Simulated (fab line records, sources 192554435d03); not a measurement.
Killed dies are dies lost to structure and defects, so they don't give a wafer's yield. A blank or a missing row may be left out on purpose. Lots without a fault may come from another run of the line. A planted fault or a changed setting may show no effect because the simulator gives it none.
Split-lot experiment | flow n5_finfet | 7 lots, 39 wafers read, on a route of 1938 steps

THE SPLIT
At N5_BEOL_M13_ILD_DEP_00 (deposits SiOC from DEMS/O2, target thk 837.92 nm, time 166.4 s), the setting target_thk_a was moved away from the recipe's 8379.2 angstrom on 12 of the 39 wafers read, by +25.7% to +37.6%. The other wafers ran this setting at the recipe's value.

FROM THE SPLIT TO THE READING: what the file shows between them, 6 steps
- N5_BEOL_M13_THK_MEAS_01
- N5_BEOL_M13_COAT_58: time 60 s, resist thk 89 nm
- N5_BEOL_M13_COAT_04: resist thk 400 nm
- N5_BEOL_M13_DESCUM_15: chemistry O2, time 7.9 s
- N5_BEOL_M13_ETCH_59: etches BARC in N2/H2, target depth 89 nm, overetch 26.7 nm, time 67.9 s
- N5_BEOL_M13_VIA_ETCH_16: etches SiOC in C4F8/O2/Ar, target depth 921.7 nm

THE READING
oes_product_au, in a.u., at N5_BEOL_M13_STRIP_63 (strips in N2/H2). Fault-free wafers of this fab line usually give 0.674 a.u., standard deviation 0.0048 a.u..

wafer  | tool, chamber at the split | target_thk_a as run, angstrom | against the recipe | oes_product_au, a.u. | against lot-mates on the recipe
L077.1 | pecvd-04, 1                | 10740                         | +28.2%             | 0.307                | -0.371
L077.2 | pecvd-04, 0                | 8379.2                        | recipe             | 0.675                | -
L077.3 | pecvd-04, 2                | 8379.2                        | recipe             | 0.681                | -
L077.4 | pecvd-04, 1                | 10740                         | +28.2%             | 0.394                | -0.284
L077.5 | pecvd-04, 0                | 10740                         | +28.2%             | 0.266                | -0.412
L077.6 | pecvd-04, 2                | 8379.2                        | recipe             | 0.677                | -
L081.1 | pecvd-03, 1                | 10530                         | +25.7%             | 0.430                | -0.245
L081.2 | pecvd-03, 0                | 10530                         | +25.7%             | 0.427                | -0.248
L081.3 | pecvd-03, 2                | 8379.2                        | recipe             | 0.670                | -
L081.4 | pecvd-03, 0                | 10530                         | +25.7%             | 0.324                | -0.351
L081.5 | pecvd-03, 1                | 8379.2                        | recipe             | 0.682                | -
L081.6 | pecvd-03, 2                | 8379.2                        | recipe             | 0.674                | -
L088.1 | pecvd-04, 0                | 8379.2                        | recipe             | 0.679                | -
L088.2 | pecvd-04, 1                | 8379.2                        | recipe             | 0.671                | -
L088.3 | pecvd-04, 2                | 11530                         | +37.6%             | 0.230                | -0.441
L088.4 | pecvd-04, 0                | 8379.2                        | recipe             | 0.664                | -
L088.5 | pecvd-04, 1                | 11530                         | +37.6%             | 0.230                | -0.441
L088.6 | pecvd-04, 2                | 11530                         | +37.6%             | 0.228                | -0.443
L090.1 | pecvd-04, 1                | 8379.2                        | recipe             | 0.672                | -
L090.3 | pecvd-04, 2                | 8379.2                        | recipe             | 0.667                | -
L090.6 | pecvd-04, 2                | 8379.2                        | recipe             | 0.672                | -
L091.1 | pecvd-01, 2                | 8379.2                        | recipe             | 0.678                | -
L091.2 | pecvd-01, 0                | 8379.2                        | recipe             | 0.675                | -
L091.3 | pecvd-01, 1                | 8379.2                        | recipe             | 0.664                | -
L091.4 | pecvd-01, 1                | 8379.2                        | recipe             | 0.673                | -
L091.5 | pecvd-01, 0                | 8379.2                        | recipe             | 0.671                | -
L091.6 | pecvd-01, 2                | 8379.2                        | recipe             | 0.665                | -
L094.1 | pecvd-01, 0                | 8379.2                        | recipe             | 0.678                | -
L094.2 | pecvd-01, 2                | 11260                         | +34.4%             | 0.229                | -0.447
L094.3 | pecvd-01, 1                | 8379.2                        | recipe             | 0.675                | -
L094.4 | pecvd-01, 1                | 11260                         | +34.4%             | 0.228                | -0.448
L094.5 | pecvd-01, 0                | 8379.2                        | recipe             | 0.674                | -
L094.6 | pecvd-01, 2                | 11260                         | +34.4%             | 0.228                | -0.448
L097.1 | pecvd-01, 2                | 8379.2                        | recipe             | 0.678                | -
L097.2 | pecvd-01, 1                | 8379.2                        | recipe             | 0.678                | -
L097.3 | pecvd-01, 0                | 8379.2                        | recipe             | 0.674                | -
L097.4 | pecvd-01, 0                | 8379.2                        | recipe             | 0.676                | -
L097.5 | pecvd-01, 2                | 8379.2                        | recipe             | 0.679                | -
L097.6 | pecvd-01, 1                | 8379.2                        | recipe             | 0.671                | -

THE FIT
A straight line over all 39 wafers: oes_product_au changes by -0.0122 a.u. for each +1% of target_thk_a; r = -0.99; the points scatter about the line by 0.025 a.u..
The same after taking each lot's own level away (the mean of its wafers on the recipe; 39 wafers): -0.0122 a.u. for each +1%; r = -0.99; scatter 0.025 a.u..
On that fit, the largest move of target_thk_a shifts the reading by 0.46 a.u..
The lots' own levels span 0.6703 to 0.6777 a.u., that is 1.5 times the standard deviation above.
So the lot-to-lot level changes the slope little: the two slopes agree.
Check: with one of the wafers moved furthest among these (+37.6%) left out of the fit, the line predicts -0.46 a.u. for it against its lot-mates. It came out at -0.441 a.u. against them.

OTHER SPLITS ON THESE WAFERS
These wafers also went through other splits before the reading. Each is held against what the fit with the lots' levels taken away leaves over:
other split on the same wafers           | wafers away from the commonest value | r with oes_product_au (lot level and that fit taken away)
N5_BEOL_M9_TRENCH_ETCH_37 target_depth_a | 12                                   | -0.06

THE WHOLE CHAIN: every reading that the file lists as answering this split, in the file's order
step                    | what it does                                                   | reading                                                                             | change (the file's fit)                                                                       | r (the file's)
N5_BEOL_M13_ILD_DEP_00  | deposits SiOC from DEMS/O2, target thk 837.92 nm, time 166.4 s | SiOC_of_BEOL_M13_ILD_DEP_00.thk_nm (the simulator's own value, which no gauge read) | +8.45 nm for each +1% of the setting                                                          | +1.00
N5_BEOL_M13_THK_MEAS_01 |                                                                | M13_ILD_THK                                                                         | +8.45 for each +1% of the setting                                                             | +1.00
N5_BEOL_M13_VIA_ETCH_16 | etches SiOC in C4F8/O2/Ar, target depth 921.7 nm               | etch.depth_nm (the simulator's own value, which no gauge read)                      | +8.45 nm for each +1% of the setting                                                          | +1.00
N5_BEOL_M13_VIA_ETCH_16 | etches SiOC in C4F8/O2/Ar, target depth 921.7 nm               | coat_of_BEOL_M13_COAT_04.thk_nm (the simulator's own value, which no gauge read)    | -2.13 nm for each +1% of the setting                                                          | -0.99
N5_BEOL_M13_STRIP_63    | strips in N2/H2                                                | oes_product_au                                                                      | -0.0122 a.u. for each +1% of the setting                                                      | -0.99
N5_BEOL_M13_STRIP_63    | strips in N2/H2                                                | strip_time_to_endpoint_s                                                            | not straight: withheld at the lowest setting, withheld at the recipe, withheld at the highest | not given

THE FILE'S OWN FIT
oes_product_au changes by -0.0122 a.u. for each +1% of target_thk_a, r = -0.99.
